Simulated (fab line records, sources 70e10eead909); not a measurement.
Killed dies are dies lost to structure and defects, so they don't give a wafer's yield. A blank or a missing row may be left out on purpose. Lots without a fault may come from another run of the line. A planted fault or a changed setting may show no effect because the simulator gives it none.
Which tool did it? | flow nand_harc | 12 lots, 36 wafers sampled, at 2 steps of a route of 1159

WHAT THE GAUGES READ, wafer by wafer
NHARC_A_SOURCE_PLATE_THK_MEAS_09: measures by ellipsometry.
lot  | measured     | on            | thk_nm (nm)
L074 | day 7 07:12  | film_metro-02 | 8.3 9.2 8.4
L078 | day 7 18:39  | film_metro-02 | 10.7 11.6 8.3
L079 | day 8 05:19  | film_metro-01 | 8.6 10.5 10.6
L081 | day 8 12:51  | film_metro-01 | 11.2 9.5 8.7
L084 | day 9 07:34  | film_metro-01 | 9.5 11.2 9.7
L088 | day 10 07:11 | film_metro-02 | 8.0 10.3 10.2
L086 | day 10 07:11 | film_metro-02 | 10.2 10.8 9.6
L089 | day 11 03:58 | film_metro-01 | 9.8 10.5 8.2
L090 | day 11 03:58 | film_metro-02 | 8.3 9.5 11.0
L092 | day 11 12:38 | film_metro-01 | 9.5 9.7 10.7
L095 | day 11 21:54 | film_metro-02 | 8.6 10.1 9.1
L097 | day 12 14:48 | film_metro-01 | 10.9 11.0 10.8

WHICH TOOL RAN EACH LOT (tool, then ch and the chambers of the sampled wafers, then the start)
lot  | NHARC_P_BONDPAD_STRIP_15
L074 | rie_diel-09 ch 1,2,3, day 6 20:43
L078 | rie_diel-09 ch 0,1,2, day 7 06:07
L079 | rie_diel-09 ch 1,2,3, day 7 16:40
L081 | rie_diel-09 ch 1,3, day 8 01:20
L084 | rie_diel-11 ch 0,1,2, day 8 19:14
L088 | rie_diel-09 ch 0,3, day 9 16:44
L086 | rie_diel-09 ch 1,2,3, day 9 17:18
L089 | rie_diel-09 ch 2,3, day 10 15:41
L090 | rie_diel-11 ch 1,3, day 10 16:56
L092 | rie_diel-11 ch 0,2,3, day 11 00:38
L095 | rie_diel-09 ch 2,3, day 11 12:26
L097 | rie_diel-05 ch 0,1,2, day 12 02:23
- NHARC_P_BONDPAD_STRIP_15: strips in O2.

THE ANSWER, worked out from the rows above alone
Rule: what is usual is taken from the lots themselves. Put in order of their means at a reading, lots are off if they are a third of the lots or fewer, leave a main group of 4 or more, and stand apart from it by a gap of 3 or more times the standard deviation of the main group's means; of several such gaps the widest counts. A main group whose means are all the same, to the digits that the tables above print for the reading, isn't used. A lot without any number at a reading at which 4 lots or more have one is off too. The other lots that the step has rows for count as sound.
No lot is off at any reading shown: from this, nothing can be told.

WHAT THE SIMULATOR HAD PUT IN
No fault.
